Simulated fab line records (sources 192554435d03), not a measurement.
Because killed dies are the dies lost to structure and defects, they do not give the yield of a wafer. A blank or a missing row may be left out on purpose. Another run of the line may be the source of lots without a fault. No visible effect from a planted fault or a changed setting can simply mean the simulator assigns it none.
fab line records    flow n5-finfet
record: lots: 10  wafers: 25  last-day: 19
route steps=1938 shown PMOS_HMC_CHANNEL_EPI@68 FIN_SAQP@94 BEOL_M4@1111
lots with no fault: from the same line, run without faults
start-h: the number of hours between the record's first day and the start of the first shown wafer of the lot    wait-h: hours from the lot's prior step to this one    " as in the row above    L1.1+2: a row that stands for several wafers    - no value, or no start was given    * or withheld: withheld    < > ~ a bound
route shown NAME@n: a module of which the file shows steps, and the number in the route of the first    usual: mean/standard deviation of fault-free wafers    same: alike in all rows    chamber/n: place in a boat    sites: each site's reading    _std_site: the values' standard deviation    _edge_site: mean of outer sites minus mean of inner sites    radius-mm: for every site, how far away it sits from the centre of the wafer    mask NAME#n: copy n    behind: the tool/chamber that last shaped the wafer    hold: reason for holding the lot/hours on hold/outcome of the hold    device: which transistor (n, p or np) failed to switch    end of line: tests run on the same wafers once the route is complete    step lacking rows: just its recipe    killed: the dies lost at the first sort to structure and to defects; this is not the yield of the wafer    map: per-die view of a wafer (x killed, . not killed, _ where there is no die)
set.NAME: the setting the step ran with; set.NAME@STEP: the setting that earlier step ran with    model.NAME: the simulator's own value behind a step, which no gauge read
steps of the route over a sample of lots; a table a step, a row a wafer
services: a tool's chamber out of use, with start hour (start-h, from the record's first day; less than 0 if before it), hours out, and reason
== steps ==
step: N5_PMOS_HMC_CHANNEL_EPI_DESCUM_14
recipe: chemistry: O2  time-s: 7.9  source-power-w: 50  bias-power-w: 20  pressure-mtorr: 20  rf-frequency-hz: 2.712e+07  temp-c: 40  resist: CAR-ArF-block  o2-flow-sccm: 225
usual: drypump-motor-current-A: 5.6/0.42  oes-product-au: 0.77/0.074  rf-vpp-V: 243.5/1.1  showerhead-plenum-p-Torr: 2.10/0.06  throttle-valve-pct: 20.44/0.18
same: time-s: 7.9
lot.wafer  tool         chamber  start-h  wait-h  drypump-motor-current-A  oes-product-au  rf-hours-counter-h  rf-vpp-V  showerhead-plenum-p-Torr  throttle-valve-pct
L946.3     rie-diel-05  0        28.96    0.0     5.3                      0.88            48                  242.4     2.04                      20.02
L946.6     "            3        "        "       5.1                      0.70            -                   244.2     2.08                      20.61
L947.1     rie-diel-06  2        37.01    0.0     5.6                      0.78            134                 244.6     2.18                      20.35
L947.5     "            3        "        "       5.6                      0.75            -                   244.3     2.19                      20.57
L950.2     rie-diel-02  2        53.93    0.0     6.0                      0.79            117                 244.5     2.11                      20.39
L950.5     "            0        "        "       5.1                      0.73            -                   243.6     2.18                      20.70
L950.6     "            1        "        "       5.6                      0.93            -                   242.9     2.04                      20.30
L953.1     rie-diel-05  0        72.22    0.1     5.2                      0.88            52                  242.6     2.04                      20.03
L953.4     "            1        "        "       5.6                      0.73            181                 245.4     2.16                      20.23
L953.5     "            2        "        "       6.2                      0.89            -                   243.6     2.14                      20.10
L957.1     rie-diel-02  0        95.55    0.0     5.1                      0.72            171                 243.7     2.17                      20.71
L957.5     "            3        "        "       5.6                      0.68            -                   242.4     2.04                      20.53
L959.1     rie-diel-06  1        107.72   0.0     6.5                      0.70            207                 243.0     2.07                      20.47
L959.4     "            0        "        "       5.1                      0.82            91                  242.7     2.03                      20.58
L961.1     rie-diel-02  2        119.10   0.0     6.1                      0.76            138                 243.4     2.11                      20.41
L961.4     "            3        "        "       5.6                      0.67            -                   241.1     2.04                      20.54
L964.1     rie-diel-02  1        137.25   0.0     5.6                      0.88            30                  243.9     2.04                      20.36
L964.2     "            2        "        "       6.0                      0.77            142                 243.6     2.11                      20.41
L964.3     "            0        "        "       5.1                      0.71            180                 243.9     2.17                      20.72
L965.1     rie-diel-02  1        143.58   0.0     5.7                      0.87            33                  243.6     2.03                      20.35
L965.3     "            0        "        "       5.1                      0.70            182                 243.5     2.17                      20.71
L965.5     "            2        "        "       6.0                      0.76            -                   242.8     2.11                      20.42
L966.1     rie-diel-05  3        149.26   0.0     5.1                      0.68            233                 243.3     2.06                      20.66
L966.5     "            0        "        "       5.2                      0.85            -                   241.6     2.03                      20.06
L966.6     "            3        "        "       5.1                      0.68            -                   243.5     2.06                      20.67
step: N5_PMOS_HMC_CHANNEL_EPI_STRIP_33
recipe: chemistry: N2/H2  power-w: 500  temp-c: 40  pressure-mtorr: 50  rf-frequency-hz: 6e+07  overash-fraction: 0.3  bias-power-w: 8  h2-frac: 0.5  n2-flow-sccm: 300  h2-flow-sccm: 300
usual: drypump-motor-current-A: 5.6/0.42  oes-product-au: 0.77/0.074  rf-vpp-V: 54.4/1.7  showerhead-plenum-p-Torr: 3.38/0.086  throttle-valve-pct: 19.0/0.39
lot.wafer  tool         chamber  start-h  wait-h  drypump-motor-current-A  oes-product-au  rf-hours-counter-h  rf-vpp-V  showerhead-plenum-p-Torr  throttle-valve-pct
L946.3     rie-diel-05  0        29.09    0.0     5.2                      0.89            48                  53.7      3.26                      18.0
L946.6     "            3        "        "       5.1                      0.71            -                   56.5      3.32                      19.4
L947.1     rie-diel-06  2        37.15    0.0     5.6                      0.77            134                 56.3      3.50                      19.3
L947.5     "            3        "        "       5.7                      0.76            -                   53.9      3.49                      18.9
L950.2     rie-diel-02  2        54.06    0.0     6.0                      0.79            117                 55.8      3.38                      18.7
L950.5     "            0        "        "       5.1                      0.72            -                   52.4      3.47                      19.3
L950.6     "            1        "        "       5.7                      0.94            -                   54.4      3.32                      18.7
L953.1     rie-diel-05  0        72.35    0.0     5.2                      0.88            52                  53.1      3.26                      17.9
L953.4     "            1        "        "       5.6                      0.73            181                 54.8      3.48                      18.7
L953.5     "            2        "        "       6.2                      0.92            -                   54.4      3.45                      18.5
L957.1     rie-diel-02  0        95.68    0.0     5.1                      0.72            171                 53.8      3.46                      19.4
L957.5     "            3        "        "       5.6                      0.69            -                   52.4      3.32                      19.3
L959.1     rie-diel-06  1        107.85   0.0     6.6                      0.69            208                 52.3      3.35                      19.3
L959.4     "            0        "        "       5.2                      0.82            91                  53.1      3.26                      19.3
L961.1     rie-diel-02  2        119.23   0.0     6.0                      0.78            138                 56.1      3.37                      18.7
L961.4     "            3        "        "       5.6                      0.67            -                   54.6      3.32                      19.3
L964.1     rie-diel-02  1        137.38   0.0     5.6                      0.90            30                  54.7      3.31                      18.7
L964.2     "            2        "        "       6.0                      0.77            142                 57.2      3.37                      18.7
L964.3     "            0        "        "       5.1                      0.72            180                 54.8      3.46                      19.4
L965.1     rie-diel-02  1        143.71   0.0     5.7                      0.87            33                  52.5      3.30                      18.7
L965.3     "            0        "        "       5.1                      0.71            182                 53.3      3.45                      19.4
L965.5     "            2        "        "       6.0                      0.75            -                   54.8      3.37                      18.7
L966.1     rie-diel-05  3        149.39   0.0     5.1                      0.69            233                 56.2      3.30                      19.4
L966.5     "            0        "        "       5.3                      0.84            -                   53.8      3.24                      18.0
L966.6     "            3        "        "       5.1                      0.68            -                   55.7      3.30                      19.4
step: N5_PMOS_HMC_CHANNEL_EPI_FIN_RECESS_16
recipe: chemistry: HBr/Cl2  target: Si  mask-material: SiO2  target-depth-a: 540  time-s: 18  pressure-mtorr: 10  icp-w: 800  bias-w: 75  HBr_flow_sccm: 150  Cl2_flow_sccm: 80
usual: drypump-motor-current-A: 5.7/0.43  oes-product-au: 1.000/0.019  throttle-valve-pct: 35.51/0.24
same: time-s: 18
lot.wafer  tool       chamber  start-h  wait-h  drypump-motor-current-A  oes-product-au  rf-hours-counter-h  throttle-valve-pct
L946.3     rie-si-02  2        29.44    0.0     4.9                      0.962           29                  35.47
L946.6     "          2        "        "       4.9                      0.976           -                   35.44
L947.1     rie-si-06  2        37.47    0.0     5.2                      0.992           84                  35.58
L947.5     "          2        "        "       5.3                      1.005           -                   35.55
L950.2     rie-si-02  3        54.40    0.0     5.8                      0.965           125                 35.50
L950.5     "          3        "        "       5.8                      0.975           -                   35.48
L950.6     "          2        "        "       4.9                      0.973           -                   35.43
L953.1     rie-si-02  3        72.67    0.0     5.8                      0.988           125                 35.51
L953.4     "          0        "        "       5.8                      1.007           44                  35.54
L953.5     "          3        "        "       5.8                      0.989           -                   35.48
L957.1     rie-si-01  1        96.01    0.0     5.9                      1.009           85                  35.50
L957.5     "          0        "        "       5.8                      0.979           -                   35.43
L959.1     rie-si-01  1        108.17   0.0     5.8                      1.027           86                  35.51
L959.4     "          0        "        "       5.8                      0.990           93                  35.43
L961.1     rie-si-02  2        119.56   0.0     4.9                      0.973           31                  35.44
L961.4     "          3        "        "       5.8                      0.985           126                 35.47
L964.1     rie-si-02  3        137.70   0.0     5.8                      0.987           127                 35.48
L964.2     "          1        "        "       6.4                      1.009           58                  35.88
L964.3     "          2        "        "       4.9                      0.979           31                  35.45
L965.1     rie-si-06  0        144.04   0.0     5.9                      1.019           8                   35.21
L965.3     "          2        "        "       5.3                      1.007           86                  35.55
L965.5     "          3        "        "       6.2                      1.016           -                   35.04
L966.1     rie-si-02  2        149.74   0.0     4.9                      0.983           31                  35.43
L966.5     "          0        "        "       5.8                      1.008           -                   35.54
L966.6     "          3        "        "       5.8                      0.979           -                   35.50
step: N5_FIN_SAQP_ALD_61
recipe: material: SiO2  target-thk-a: 40  temp-c: 300  ald-precursor-family: BDEAS  ald-co-reactant: O2-plasma  pulse-time-s: 1  purge-time-s: 2  co-reactant-purge-time-s: 2  ald-cycles: 43  pressure-torr: 2
usual: ald-cycles: 43/0  heater-power-w: 484/61  precursor-pulse-height-rel: 1.000/0.02
lot.wafer  tool        chamber  start-h  wait-h  ald-cycles  heater-power-w  precursor-pulse-height-rel
L946.3     ald-sin-02  0        32.01    0.0     43          476             0.959
L946.6     "           0        "        "       43          466             1.056
L947.1     ald-sin-02  3        40.31    0.5     43          427             1.005
L947.5     "           0        "        "       43          479             0.998
L950.2     ald-sin-01  0        57.19    0.4     43          465             0.971
L950.5     "           0        "        "       43          449             0.986
L950.6     "           3        "        "       43          490             0.988
L953.1     ald-sin-02  2        75.11    0.0     43          631             0.985
L953.4     "           1        "        "       43          425             1.014
L953.5     "           2        "        "       43          624             0.993
L957.1     ald-sin-02  2        100.19   1.3     56          645             1.024
L957.5     "           2        "        "       56          642             0.994
L959.1     ald-sin-02  1        111.09   0.1     56          426             0.980
L959.4     "           0        "        "       43          481             1.001
L961.1     ald-sin-02  1        122.52   0.0     56          428             0.991
L961.4     "           2        "        "       43          648             0.991
L964.1     ald-sin-04  2        140.52   0.0     43          455             0.989
L964.2     "           1        "        "       43          473             1.021
L964.3     "           0        "        "       43          490             1.028
L965.1     ald-sin-01  0        146.67   0.0     43          440             1.016
L965.3     "           2        "        "       43          463             1.001
L965.5     "           2        "        "       43          465             0.980
L966.1     ald-sin-04  2        153.19   0.0     43          448             0.986
L966.5     "           0        "        "       43          473             0.971
L966.6     "           3        "        "       43          530             0.950
step: N5_BEOL_M4_RC_MEAS_101
usual: DIBL_N: 36.5/1.9  DIBL_P: 36.4/2.2  IOFF_N: 0.17/0.034  IOFF_P: 0.21/0.036  ION_N: 678/12  ION_P: 462/7.1  SS_N: 71.7/0.61  SS_P: 73.4/0.71  VT_N: 249/3.5  VT_P: -251/3
lot.wafer  tool       chamber  start-h  wait-h  DIBL_N[mV/V]  DIBL_P[mV/V]  IOFF_N[nA/um]  IOFF_P[nA/um]  ION_N[uA/um]  ION_P[uA/um]  SS_N[mV/dec]  SS_P[mV/dec]  VT_N[mV]  VT_P[mV]
L946.3     prober-02  0        204.51   0.3     39.2          39.0          0.22           0.23           689           462           72.0          74.0          246       -252
L946.6     "          0        "        "       39.5          38.4          0.22           0.24           677           464           72.4          73.7          245       -252
L947.1     prober-01  0        208.65   0.0     32.0          31.3          0.11           0.16           660           462           70.6          72.4          256       -253
L947.5     "          0        "        "       36.2          37.0          0.19           0.25           694           475           71.7          73.5          246       -248
L950.2     prober-01  0        213.71   0.2     38.0          36.3          0.18           0.21           679           458           71.9          73.6          250       -251
L950.5     "          0        "        "       38.1          36.2          0.17           0.19           669           453           72.0          73.5          252       -255
L950.6     "          0        "        "       36.9          36.1          0.16           0.21           676           461           71.0          73.4          248       -249
L953.1     prober-01  0        249.88   0.0     38.7          38.9          0.20           0.23           692           470           72.4          74.4          244       -250
L953.4     "          0        "        "       37.5          38.0          0.18           0.21           691           467           72.1          73.2          249       -252
L953.5     "          0        "        "       36.0          35.6          0.14           0.17           664           457           71.6          73.2          254       -256
L957.1     prober-01  0        289.49   0.0     37.5          36.2          0.16           0.18           668           446           72.7          73.4          253       -259
L957.5     "          0        "        "       38.6          39.0          0.19           0.22           682           451           71.7          73.4          247       -252
L959.1     prober-02  0        294.59   0.0     33.7          34.0          0.11           0.16           664           456           71.0          72.5          255       -252
L959.4     "          0        "        "       34.3          34.0          0.11           0.15           661           453           70.8          72.9          255       -255
L961.1     prober-01  0        299.84   0.0     38.4          39.3          0.20           0.25           689           470           71.7          73.9          244       -248
L961.4     "          0        "        "       36.3          36.7          0.17           0.21           700           474           71.9          73.1          247       -251
L965.1     prober-01  0        308.03   0.2     37.5          38.5          0.20           0.21           690           465           73.0          74.2          247       -251
L965.3     "          0        "        "       36.0          37.6          0.16           0.18           665           449           71.5          73.1          250       -254
L965.5     "          0        "        "       35.6          37.0          0.16           0.19           686           466           71.1          73.4          248       -256
L964.1     prober-01  0        318.58   0.0     38.7          38.4          0.20           0.27           687           466           72.4          74.0          247       -246
L964.2     "          0        "        "       36.4          35.0          0.16           0.21           684           465           71.9          73.6          249       -250
L964.3     "          0        "        "       35.9          34.8          0.14           0.20           678           468           71.1          73.4          252       -253
L966.1     prober-01  0        333.86   0.0     33.3          33.5          0.13           0.15           663           460           71.1          72.2          250       -253
L966.5     "          0        "        "       37.5          38.2          0.19           0.21           677           459           72.0          73.9          248       -250
L966.6     "          0        "        "       36.8          36.7          0.18           0.20           680           460           71.3          73.4          244       -252
== services ==
tool         chamber  start-h  hours  kind
rie-diel-02  1        10.02    -      clean
rie-diel-02  1        10.02    -      consumable-replace:focus-ring
rie-diel-02  1        10.02    19.7   scheduled-down
rie-diel-02  1        10.02    19.7   vent-cycle
rie-diel-05  0        32.32    29.0   repair
rie-diel-06  1        36.08    7.9    repair
ald-sin-02   -        39.23    0.5    repair
ald-sin-02   2        43.06    14.4   repair
ald-sin-01   -        45.58    0.2    repair
rie-diel-05  3        51.80    1.8    repair
ald-sin-02   1        52.87    3.3    repair
rie-si-06    3        54.54    12.4   repair
ald-sin-02   2        77.09    7.8    repair
ald-sin-01   -        84.75    2.8    pm
rie-diel-06  -        95.50    1.1    repair
ald-sin-01   2        105.64   5.0    repair
rie-diel-02  0        110.40   10.7   repair
rie-diel-02  -        134.86   0.7    repair
ald-sin-01   0        135.09   3.7    repair
ald-sin-04   2        141.35   11.1   repair
rie-diel-02  3        147.66   -      clean
rie-diel-02  3        147.66   -      consumable-replace:focus-ring
rie-diel-02  3        147.66   33.6   scheduled-down
rie-diel-02  3        147.66   33.6   vent-cycle
== key ==
first-sign: step: N5_FIN_SAQP_ALD_61  reading: ald-cycles  direction: up  sigmas: 99+  usual: *  struck: *
effect none on later readings
met-at N5_FIN_SAQP_ALD_61
struck-lots L957,L959,L961
struck-wafers L957.1,L957.5,L959.1,L961.1
not-acting-at N5_PMOS_HMC_CHANNEL_EPI_DESCUM_14,N5_PMOS_HMC_CHANNEL_EPI_STRIP_33,N5_PMOS_HMC_CHANNEL_EPI_FIN_RECESS_16
onset-between 75.11 100.19
fault: kind: process-parameter-drift  tool: ald-sin-02  chamber: -  onset-h: 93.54  steps: N5_FIN_SAQP_ALD_61  channel: ald-cycles  offset: *  shape: step  end-h: 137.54  scope: struck-wafers-only  acts-in: *  stated: *
